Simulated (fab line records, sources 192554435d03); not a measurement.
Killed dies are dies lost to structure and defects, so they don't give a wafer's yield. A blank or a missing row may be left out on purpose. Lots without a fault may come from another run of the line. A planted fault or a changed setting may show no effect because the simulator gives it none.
fab line records | flow n5_finfet
record lots=7 wafers=39
route steps=1938 shown WELL_APT@48 FIN_SAQP@130 FIN_CUT@169 DUMMY_GATE@237 SD_EPI_N@279 GATE_CUT@477 PASSIVATION@1936
start_h: hours from the record's first day to the start of the lot's first wafer shown | wait_h: hours since the lot's step before | " the same as in the row above | L1.1+2: a row that stands for several wafers | - no value, or no start given | * or withheld: withheld | < > ~ a bound
route shown NAME@n: a module of which the file shows steps, and the number in the route of the first | usual: mean/standard deviation of fault-free wafers | same: alike in all rows | chamber/n: place in a boat | sites: the reading at each site | _std_site: their standard deviation | _edge_site: outer sites' mean less inner sites' | radius_mm: how far each site lies from the wafer's centre | mask NAME#n: copy n | behind: the tool/chamber that last shaped the wafer | hold: why the lot was held/for how many hours/how that ended | device: the transistor (n, p or np) that didn't switch | end of line: the same wafers' tests at the end of the route | a step without rows: its recipe alone | killed: dies lost to structure and defects at the first sort, not the wafer's yield | map: a wafer's dies, x killed, . not, _ none there
set.NAME: the setting as run; set.NAME@STEP: as run at that earlier step | model.NAME: the simulator's own value behind a step, which no gauge read
lots whose settings were changed on purpose; a table a step, a row a wafer
## steps
# step N5_WELL_APT_IMPLANT_32
# recipe species=BF2 energy_kev=50 dose_cm2=2e+13 tilt_deg=0 rotation_deg=0
# step N5_FIN_SAQP_ETCH_65
# recipe chemistry=CF4 target=SiO2 target_depth_a=40 ion_energy_ev=350 time_s=4.4 pressure_mtorr=10 icp_w=800 bias_w=400 cf4_flow_sccm=80
# step N5_FIN_CUT_ETCH_21
# recipe chemistry=N2/H2 target=SOC target_depth_a=2190 overetch_a=438 mask_material=SiARC temp_c=40 ion_energy_ev=100 bias_w=61 time_s=523.5 pressure_mtorr=30 source_w=850 n2_flow_sccm=200 h2_flow_sccm=200
# step N5_DUMMY_GATE_ETCH_37
# recipe chemistry=N2/H2 target=SOC target_depth_a=600 overetch_a=300 temp_c=40 ion_energy_ev=200 pressure_mtorr=30 source_w=840 bias_w=150 n2_flow_sccm=200 h2_flow_sccm=200
# step N5_DUMMY_GATE_ETCH_31
# recipe chemistry=C4F6/O2 target=SiO2 mask_material=SOC target_depth_a=825 time_s=27.5 ion_energy_ev=250 pressure_mtorr=30 source_w=345 bias_w=185 Ar_flow_sccm=300 C4F6_flow_sccm=10 O2_flow_sccm=10
# step N5_DUMMY_GATE_ETCH_42
# recipe chemistry=CHF3/O2 target=SiO2 target_depth_a=35 time_s=31 ion_energy_ev=30 bias_w=12 pressure_mtorr=30 source_w=600 Ar_flow_sccm=200 CHF3_flow_sccm=50 O2_flow_sccm=5
# step N5_SD_EPI_N_ETCH_16
# recipe chemistry=CHF3/O2 target=SiO2 target_depth_a=50 mask_material=SOC pressure_mtorr=30 source_w=650 bias_w=170 Ar_flow_sccm=200 CHF3_flow_sccm=50 O2_flow_sccm=5 ion_energy_ev=200
# step N5_GATE_CUT_HM_DEP_46
# recipe material=SiO2 target_thk_a=1300 temp_c=400 precursor=TEOS/O2 pressure_torr=6.5 rf_w=900 teos_flow_sccm=161.4 gas=O2 flow_sccm=2650 time_s=26.6
# step N5_PASSIVATION_PROBE_49
# usual killed_at_front_end=39/10 killed_dies=100/17 sort_bin_5_function=5.0/0.93 sort_n_pass=1080/17
# columns lot.wafer tool chamber start_h wait_h set.energy_kev@WELL_APT_IMPLANT_32 set.time_s@FIN_SAQP_ETCH_65 set.time_s@FIN_CUT_ETCH_21 set.source_w@DUMMY_GATE_ETCH_37 set.target_depth_a@DUMMY_GATE_ETCH_31 set.bias_w@DUMMY_GATE_ETCH_42 set.target_depth_a@SD_EPI_N_ETCH_16 set.target_thk_a@GATE_CUT_HM_DEP_46 killed_at_front_end killed_dies sort_bin_5_function[%] sort_n_pass
L076.1 prober-01 - 280.12 0.0 50 4.4 523.5 787.9 825 9.735 50 1300 37 103 5.4 1077
L076.2 prober-01 - 280.17 0.1 50 3.992 523.5 840 825 12 50 1300 20 90 4.4 1090
L076.3 prober-01 - 280.22 0.1 50 4.4 451.5 787.9 825 12 50 1442 78 129 8.4 1051
L076.4 prober-01 - 280.27 0.2 50 4.4 451.5 840 825 9.735 50 1442 675 740 59.2 440
L076.5 prober-01 - 280.32 0.2 50 3.992 523.5 787.9 825 12 50 1442 27 91 5.3 1089
L076.6 prober-01 - 280.37 0.3 50 3.992 451.5 840 825 9.735 50 1300 498 574 44.4 606
L087.1 prober-02 - 356.42 0.0 50 4.4 523.5 840 825 12 50 1300 30 92 4.9 1088
L087.2 prober-02 - 356.47 0.1 44.33 4.4 523.5 996.5 825 13.37 50 1300 27 82 4.2 1098
L087.3 prober-02 - 356.52 0.1 50 4.4 523.5 996.5 911.3 12 50 1149 35 84 3.6 1096
L087.4 prober-02 - 356.57 0.2 50 4.4 523.5 996.5 911.3 13.37 50 1149 34 103 5.3 1077
L087.5 prober-02 - 356.62 0.2 44.33 4.4 523.5 840 911.3 13.37 50 1300 39 102 4.4 1078
L087.6 prober-02 - 356.67 0.3 44.33 4.4 523.5 840 825 12 50 1149 23 90 4.7 1090
L083.1 prober-01 - 356.42 0.0 56.61 4.4 523.5 840 825 12 55.76 1300 26 66 3.5 1114
L083.2 prober-01 - 356.47 0.1 56.61 4.4 403 840 825 12 55.76 1300 1130 1179 97.0 1
L083.3 prober-01 - 356.52 0.1 50 4.4 523.5 840 825 12 50 1300 39 117 5.8 1063
L083.4 prober-01 - 356.57 0.2 56.61 4.4 403 921.7 825 12 50 1300 1105 1180 96.7 0
L083.5 prober-01 - 356.62 0.2 50 4.4 403 921.7 825 12 50 1300 1114 1180 96.4 0
L083.6 prober-01 - 356.67 0.3 50 4.4 523.5 921.7 825 12 55.76 1300 32 97 4.3 1083
L082.3 prober-01 - 361.36 0.1 50 4.4 523.5 840 825 12 50 1300 43 119 5.9 1061
L082.4 prober-01 - 361.41 0.2 50 4.4 523.5 840 825 12 50 1300 36 114 6.1 1066
L082.5 prober-01 - 361.46 0.2 50 4.4 523.5 840 825 12 50 1300 52 140 7.7 1040
L089.1 prober-02 - 381.53 0.0 55.36 4.4 451.6 840 825 10.44 50 1300 510 564 43.6 616
L089.2 prober-02 - 381.58 0.1 55.36 3.554 451.6 924.2 875.6 10.44 50 1300 839 882 69.7 298
L089.3 prober-02 - 381.63 0.1 50 4.4 523.5 840 875.6 10.44 47.97 1300 56 108 6.2 1072
L089.4 prober-02 - 381.68 0.2 55.36 3.554 523.5 840 825 12 50 1300 55 121 5.7 1059
L089.5 prober-02 - 381.73 0.2 50 3.554 523.5 924.2 825 12 47.97 1300 60 99 5.3 1081
L089.6 prober-02 - 381.78 0.3 50 4.4 451.6 924.2 875.6 12 47.97 1300 488 546 43.1 634
L090.1 prober-01 - 398.95 0.0 50 4.4 523.5 840 825 12 50 1300 32 75 3.6 1105
L090.2 prober-01 - 399.00 0.1 50 4.058 523.5 840 762.7 12 50 1300 35 77 3.6 1103
L090.3 prober-01 - 399.05 0.1 50 4.058 523.5 840 825 9.904 50 1446 34 91 5.1 1089
L090.4 prober-01 - 399.10 0.2 50 4.4 523.5 840 762.7 9.904 50 1446 36 103 5.6 1077
L090.5 prober-01 - 399.15 0.2 50 4.058 523.5 840 825 12 50 1446 19 80 4.2 1100
L090.6 prober-01 - 399.20 0.3 50 4.4 523.5 840 762.7 9.904 50 1300 43 101 5.2 1079
L096.1 prober-02 - 412.88 0.0 50 3.494 523.5 693.5 825 13.23 50 1470 44 111 5.8 1069
L096.2 prober-02 - 412.93 0.1 50 3.494 523.5 840 825 12 50 1300 31 95 4.8 1085
L096.3 prober-02 - 412.98 0.1 50 4.4 523.5 840 924 13.23 51.69 1470 50 139 7.6 1041
L096.4 prober-02 - 413.03 0.2 50 4.4 523.5 693.5 924 13.23 50 1300 26 95 4.7 1085
L096.5 prober-02 - 413.08 0.2 50 3.494 523.5 693.5 924 12 51.69 1470 30 78 3.6 1102
L096.6 prober-02 - 413.13 0.3 50 4.4 523.5 840 825 12 51.69 1300 34 106 5.7 1074
# killed by level:class
L076.1 STI_FIN_REVEAL:geometric_particle:open=18 MOL_CONTACT_COAG:geometric_particle:open=13 BEOL_M0:geometric_particle:open=9 GATE_CUT:geometric_particle:short=5 BEOL_M0_SAQP:geometric_particle:open=5 BEOL_M2:geometric_particle:open=5 BEOL_M4:geometric_particle:open=5 MOL_CONTACT_COAG:geometric_particle:short=4
L076.2 BEOL_M0_SAQP:geometric_particle:short=23 BEOL_M0_SAQP:geometric_particle:open=9 STI_FIN_REVEAL:geometric_particle:open=7 MOL_CONTACT_COAG:geometric_particle:open=7 BEOL_M0:geometric_particle:open=7 BEOL_M1:geometric_particle:open=4 FIN_SAQP:geometric_particle:open=3 BEOL_M0:geometric_particle:short=3
L076.3 FIN_CUT:area_etch=54 BEOL_M0_SAQP:geometric_particle:short=9 BEOL_M2:geometric_particle:open=8 FIN_CUT:geometric_particle:open=6 BEOL_M0_SAQP:geometric_particle:open=5 MOL_CONTACT_COAG:geometric_particle:open=5 MOL_CONTACT_COAG:geometric_particle:short=4 BEOL_M0:geometric_particle:open=4
L076.4 FIN_CUT:area_etch=641 MOL_CONTACT_COAG:geometric_particle:open=12 BEOL_M1:geometric_particle:open=10 FIN_SAQP:geometric_particle:open=6 STI_FIN_REVEAL:geometric_particle:open=6 MOL_CONTACT_COAG:geometric_particle:short=6 GATE_CUT:geometric_particle:short=5 BEOL_M0_SAQP:geometric_particle:short=5
L076.5 BEOL_M0_SAQP:geometric_particle:short=11 BEOL_M0:geometric_particle:open=8 BEOL_M4:geometric_particle:open=6 MOL_CONTACT_COAG:geometric_particle:open=6 BEOL_M1:geometric_particle:open=6 BEOL_M0_SAQP:geometric_particle:open=5 SDB:geometric_particle:short=4 GATE_CUT:geometric_particle:open=4
L076.6 FIN_CUT:area_etch=465 BEOL_M0_SAQP:geometric_particle:open=12 MOL_CONTACT_COAG:geometric_particle:open=11 BEOL_M0_SAQP:geometric_particle:short=10 BEOL_M2:geometric_particle:open=9 STI_FIN_REVEAL:geometric_particle:open=6 BEOL_M0:geometric_particle:open=6 GATE_CUT:geometric_particle:short=5
L087.1 MOL_CONTACT_COAG:geometric_particle:open=14 BEOL_M0_SAQP:geometric_particle:short=8 FIN_SAQP:geometric_particle:open=6 FIN_SAQP:geometric_particle:short=6 BEOL_M4:geometric_particle:open=6 MOL_CONTACT_COAG:geometric_particle:short=5 BEOL_M4:geometric_particle:short=4 BEOL_M0_SAQP:geometric_particle:open=4
L083.1 STI_FIN_REVEAL:geometric_particle:open=7 BEOL_M3:geometric_particle:open=7 BEOL_M1:geometric_particle:open=4 MOL_CONTACT_COAG:geometric_particle:open=4 BEOL_M2:geometric_particle:open=4 BEOL_M6:geometric_particle:open=3 STARTING-WAFER:geometric_particle:short=3 STARTING-WAFER:geometric_particle:open=3
L087.2 BEOL_M0_SAQP:geometric_particle:open=9 BEOL_M4:geometric_particle:open=8 BEOL_M0_SAQP:geometric_particle:short=6 BEOL_M2:geometric_particle:open=5 FIN_SAQP:geometric_particle:open=4 GATE_CUT:geometric_particle:short=4 MOL_CONTACT_COAG:geometric_particle:short=4 STARTING-WAFER:geometric_particle:open=4
L083.2 FIN_CUT:area_etch=1094 STI_FIN_REVEAL:geometric_particle:open=12 MOL_CONTACT_COAG:geometric_particle:open=7 BEOL_M3:geometric_particle:open=6 BEOL_M4:geometric_particle:open=6 FIN_SAQP:geometric_particle:open=5 BEOL_M0_SAQP:geometric_particle:open=5 FIN_SAQP:geometric_particle:short=4
L087.3 FIN_SAQP:geometric_particle:open=8 BEOL_M0_SAQP:geometric_particle:open=8 BEOL_M2:geometric_particle:open=7 MOL_CONTACT_COAG:geometric_particle:open=6 DUMMY_GATE:geometric_particle:open=4 BEOL_M0_SAQP:geometric_particle:short=4 BEOL_M3:geometric_particle:open=4 STARTING-WAFER:geometric_particle:short=4
L083.3 BEOL_M0_SAQP:geometric_particle:open=15 MOL_CONTACT_COAG:geometric_particle:open=13 STI_FIN_REVEAL:geometric_particle:open=10 BEOL_M4:geometric_particle:open=9 BEOL_M0_SAQP:geometric_particle:short=8 FIN_SAQP:geometric_particle:short=5 GATE_CUT:geometric_particle:short=5 BEOL_M2:geometric_particle:open=5
L087.4 BEOL_M0_SAQP:geometric_particle:short=11 FIN_SAQP:geometric_particle:short=10 MOL_CONTACT_COAG:geometric_particle:open=9 BEOL_M0_SAQP:geometric_particle:open=7 FIN_SAQP:geometric_particle:open=5 BEOL_M3:geometric_particle:open=5 DUMMY_GATE:geometric_particle:open=4 ILD0:geometric_particle:open=4
L083.4 FIN_CUT:area_etch=1077 BEOL_M0_SAQP:geometric_particle:open=16 MOL_CONTACT_COAG:geometric_particle:open=8 BEOL_M0_SAQP:geometric_particle:short=8 BEOL_M2:geometric_particle:open=8 FIN_SAQP:geometric_particle:open=5 MOL_CONTACT_COAG:geometric_particle:short=5 BEOL_M4:geometric_particle:open=5
L087.5 BEOL_M0_SAQP:geometric_particle:open=13 BEOL_M0_SAQP:geometric_particle:short=9 STI_FIN_REVEAL:geometric_particle:open=8 FIN_SAQP:geometric_particle:short=7 MOL_CONTACT_COAG:geometric_particle:short=6 BEOL_M5:geometric_particle:open=6 MOL_CONTACT_COAG:geometric_particle:open=5 BEOL_M4:geometric_particle:open=5
L083.5 FIN_CUT:area_etch=1073 BEOL_M3:geometric_particle:open=11 BEOL_M0_SAQP:geometric_particle:short=8 BEOL_M0_SAQP:geometric_particle:open=8 STI_FIN_REVEAL:geometric_particle:open=7 BEOL_M4:geometric_particle:short=7 BEOL_M4:geometric_particle:open=7 FIN_SAQP:geometric_particle:open=6
L087.6 BEOL_M0_SAQP:geometric_particle:short=13 MOL_CONTACT_COAG:geometric_particle:open=8 BEOL_M1:geometric_particle:open=8 BEOL_M4:geometric_particle:open=6 FIN_SAQP:geometric_particle:short=5 MOL_CONTACT_COAG:geometric_particle:short=5 BEOL_M0_SAQP:geometric_particle:open=5 STI_FIN_REVEAL:geometric_particle:open=4
L083.6 BEOL_M4:geometric_particle:open=11 BEOL_M0_SAQP:geometric_particle:short=10 BEOL_M2:geometric_particle:open=10 MOL_CONTACT_COAG:geometric_particle:open=8 FIN_CUT:geometric_particle:short=6 GATE_CUT:geometric_particle:short=6 BEOL_M0_SAQP:geometric_particle:open=6 STI_FIN_REVEAL:geometric_particle:open=5
L082.3 MOL_CONTACT_COAG:geometric_particle:open=14 BEOL_M4:geometric_particle:open=12 BEOL_M0_SAQP:geometric_particle:short=9 STI_FIN_REVEAL:geometric_particle:open=9 BEOL_M0_SAQP:geometric_particle:open=9 FIN_SAQP:geometric_particle:open=8 BEOL_M1:geometric_particle:open=8 BEOL_M2:geometric_particle:open=5
L082.4 MOL_CONTACT_COAG:geometric_particle:open=15 BEOL_M2:geometric_particle:open=14 FIN_SAQP:geometric_particle:short=9 BEOL_M0_SAQP:geometric_particle:open=8 BEOL_M0_SAQP:geometric_particle:short=7 FIN_SAQP:geometric_particle:open=6 STI_FIN_REVEAL:geometric_particle:open=6 MOL_CONTACT_COAG:geometric_particle:short=5
L082.5 MOL_CONTACT_COAG:geometric_particle:open=32 STI_FIN_REVEAL:geometric_particle:open=14 FIN_SAQP:geometric_particle:open=12 BEOL_M2:geometric_particle:open=11 BEOL_M3:geometric_particle:open=10 FIN_SAQP:geometric_particle:short=9 MOL_CONTACT_COAG:geometric_particle:short=6 GATE_CUT:geometric_particle:open=4
L089.1 FIN_CUT:area_etch=442 FIN_SAQP:geometric_particle:open=26 MOL_CONTACT_COAG:geometric_particle:open=13 FIN_SAQP:geometric_particle:short=12 BEOL_M0_SAQP:geometric_particle:short=12 BEOL_M0_SAQP:geometric_particle:open=10 GATE_CUT:geometric_particle:short=6 STI_FIN_REVEAL:geometric_particle:open=5
L089.2 FIN_CUT:area_etch=761 FIN_SAQP:geometric_particle:open=31 STI_FIN_REVEAL:geometric_particle:open=17 FIN_SAQP:geometric_particle:short=11 MOL_CONTACT_COAG:geometric_particle:open=9 BEOL_M0_SAQP:geometric_particle:open=6 MOL_CONTACT_COAG:geometric_particle:short=5 BEOL_M0_SAQP:geometric_particle:short=4
L089.3 BEOL_M0_SAQP:geometric_particle:open=14 BEOL_M0_SAQP:geometric_particle:short=13 STI_FIN_REVEAL:geometric_particle:open=12 FIN_SAQP:geometric_particle:short=11 FIN_SAQP:geometric_particle:open=9 GATE_CUT:geometric_particle:open=6 DUMMY_GATE:geometric_particle:open=5 MOL_CONTACT_COAG:geometric_particle:open=5
L089.4 MOL_CONTACT_COAG:geometric_particle:open=16 STI_FIN_REVEAL:geometric_particle:open=14 FIN_SAQP:geometric_particle:short=13 BEOL_M0_SAQP:geometric_particle:open=13 BEOL_M0_SAQP:geometric_particle:short=13 FIN_SAQP:geometric_particle:open=7 BEOL_M5:geometric_particle:open=5 GATE_CUT:geometric_particle:open=4
L089.5 FIN_SAQP:geometric_particle:open=21 FIN_SAQP:geometric_particle:short=14 BEOL_M0_SAQP:geometric_particle:short=8 STI_FIN_REVEAL:geometric_particle:open=7 MOL_CONTACT_COAG:geometric_particle:open=7 GATE_CUT:geometric_particle:short=5 BEOL_M0_SAQP:geometric_particle:open=4 GATE_CUT:geometric_particle:open=3
L089.6 FIN_CUT:area_etch=444 FIN_SAQP:geometric_particle:open=15 MOL_CONTACT_COAG:geometric_particle:open=13 FIN_SAQP:geometric_particle:short=10 BEOL_M1:geometric_particle:open=8 BEOL_M2:geometric_particle:open=5 BEOL_M3:geometric_particle:open=5 MOL_CONTACT_COAG:geometric_particle:short=4
L090.1 BEOL_M2:geometric_particle:open=8 STI_FIN_REVEAL:geometric_particle:open=7 STARTING-WAFER:geometric_particle:short=7 BEOL_M1:geometric_particle:open=6 BEOL_M3:geometric_particle:open=5 FIN_SAQP:geometric_particle:open=4 GATE_CUT:geometric_particle:open=3 BEOL_M4:geometric_particle:open=3
L090.2 STI_FIN_REVEAL:geometric_particle:open=16 BEOL_M4:geometric_particle:open=10 MOL_CONTACT_COAG:geometric_particle:open=7 STI_FIN_REVEAL:geometric_particle:short=6 BEOL_M2:geometric_particle:open=4 FIN_SAQP:geometric_particle:open=3 DUMMY_GATE:geometric_particle:open=3 MOL_CONTACT_COAG:geometric_particle:short=3
L090.3 MOL_CONTACT_COAG:geometric_particle:open=10 BEOL_M0_SAQP:geometric_particle:short=6 BEOL_M4:geometric_particle:open=6 GATE_CUT:geometric_particle:open=5 GATE_CUT:geometric_particle:short=5 BEOL_M0_SAQP:geometric_particle:open=5 BEOL_M2:geometric_particle:open=4 FIN_SAQP:geometric_particle:open=3
L090.4 BEOL_M2:geometric_particle:open=17 GATE_CUT:geometric_particle:open=9 MOL_CONTACT_COAG:geometric_particle:open=8 BEOL_M0_SAQP:geometric_particle:short=7 FIN_SAQP:geometric_particle:open=6 FIN_SAQP:geometric_particle:short=5 GATE_CUT:geometric_particle:short=5 BEOL_M1:geometric_particle:open=5
L090.5 BEOL_M0_SAQP:geometric_particle:open=8 MOL_CONTACT_COAG:geometric_particle:open=7 BEOL_M0_SAQP:geometric_particle:short=6 BEOL_M4:geometric_particle:open=6 BEOL_M2:geometric_particle:open=5 GATE_CUT:geometric_particle:open=4 GATE_CUT:geometric_particle:short=4 PAD_METAL:geometric_particle:short=4
L090.6 STI_FIN_REVEAL:geometric_particle:open=11 BEOL_M2:geometric_particle:open=9 FIN_SAQP:geometric_particle:open=8 MOL_CONTACT_COAG:geometric_particle:open=7 BEOL_M3:geometric_particle:open=7 FIN_SAQP:geometric_particle:short=5 GATE_CUT:geometric_particle:short=5 BEOL_M2:geometric_particle:short=5
L096.1 STI_FIN_REVEAL:geometric_particle:open=13 BEOL_M4:geometric_particle:open=10 BEOL_M1:geometric_particle:open=7 BEOL_M2:geometric_particle:open=7 BEOL_M0_SAQP:geometric_particle:short=6 FIN_SAQP:geometric_particle:open=5 MOL_CONTACT_COAG:geometric_particle:open=5 DUMMY_GATE:geometric_particle:open=4
L096.2 BEOL_M2:geometric_particle:open=17 BEOL_M1:geometric_particle:open=8 FIN_SAQP:geometric_particle:open=7 MOL_CONTACT_COAG:geometric_particle:open=6 BEOL_M4:geometric_particle:open=5 STI_FIN_REVEAL:geometric_particle:open=5 BEOL_M0_SAQP:geometric_particle:open=5 FIN_SAQP:geometric_particle:short=4
L096.3 BEOL_M0_SAQP:geometric_particle:short=17 FIN_SAQP:geometric_particle:short=13 BEOL_M0_SAQP:geometric_particle:open=13 FIN_SAQP:geometric_particle:open=10 BEOL_M2:geometric_particle:open=10 BEOL_M1:geometric_particle:open=8 BEOL_M1:geometric_particle:short=8 BEOL_M4:geometric_particle:open=8
L096.4 BEOL_M0_SAQP:geometric_particle:short=13 BEOL_M0_SAQP:geometric_particle:open=10 BEOL_M1:geometric_particle:open=9 BEOL_M3:geometric_particle:open=7 FIN_SAQP:geometric_particle:short=6 BEOL_M2:geometric_particle:open=6 STI_FIN_REVEAL:geometric_particle:open=5 MOL_CONTACT_COAG:geometric_particle:open=5
L096.5 FIN_SAQP:geometric_particle:open=10 BEOL_M2:geometric_particle:open=8 BEOL_M0_SAQP:geometric_particle:short=5 BEOL_M0_SAQP:geometric_particle:open=5 BEOL_M3:geometric_particle:open=5 FIN_SAQP:geometric_particle:short=4 MOL_CONTACT_COAG:geometric_particle:open=4 STARTING-WAFER:geometric_particle:open=4
L096.6 BEOL_M2:geometric_particle:open=14 STI_FIN_REVEAL:geometric_particle:open=10 BEOL_M1:geometric_particle:open=9 BEOL_M4:geometric_particle:open=9 FIN_SAQP:geometric_particle:short=5 MOL_CONTACT_COAG:geometric_particle:open=5 BEOL_M0_SAQP:geometric_particle:open=5 BEOL_M0_SAQP:geometric_particle:short=5
## key
split step=N5_WELL_APT_IMPLANT_32 setting=energy_kev stated_as=50
response none clear
split step=N5_FIN_SAQP_ETCH_65 setting=time_s stated_as=4.4
response none clear
split step=N5_FIN_CUT_ETCH_21 setting=time_s stated_as=523.5
response step=N5_PASSIVATION_PROBE_49 reading=killed_at_front_end slope=-40.8 per=1% together_with=all explained=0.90
response step=N5_PASSIVATION_PROBE_49 reading=sort_bin_5_function slope=-3.42 per=1% together_with=all explained=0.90
response step=N5_PASSIVATION_PROBE_49 reading=sort_n_pass slope=+40.5 per=1% together_with=all explained=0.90
response step=N5_PASSIVATION_PROBE_49 reading=killed_dies slope=-40.5 per=1% together_with=all explained=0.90
split step=N5_DUMMY_GATE_ETCH_37 setting=source_w stated_as=840
response none clear
split step=N5_DUMMY_GATE_ETCH_31 setting=target_depth_a stated_as=825
response none clear
split step=N5_DUMMY_GATE_ETCH_42 setting=bias_w stated_as=12
response none clear
split step=N5_SD_EPI_N_ETCH_16 setting=target_depth_a stated_as=50
response none clear
split step=N5_GATE_CUT_HM_DEP_46 setting=target_thk_a stated_as=1300
response none clear
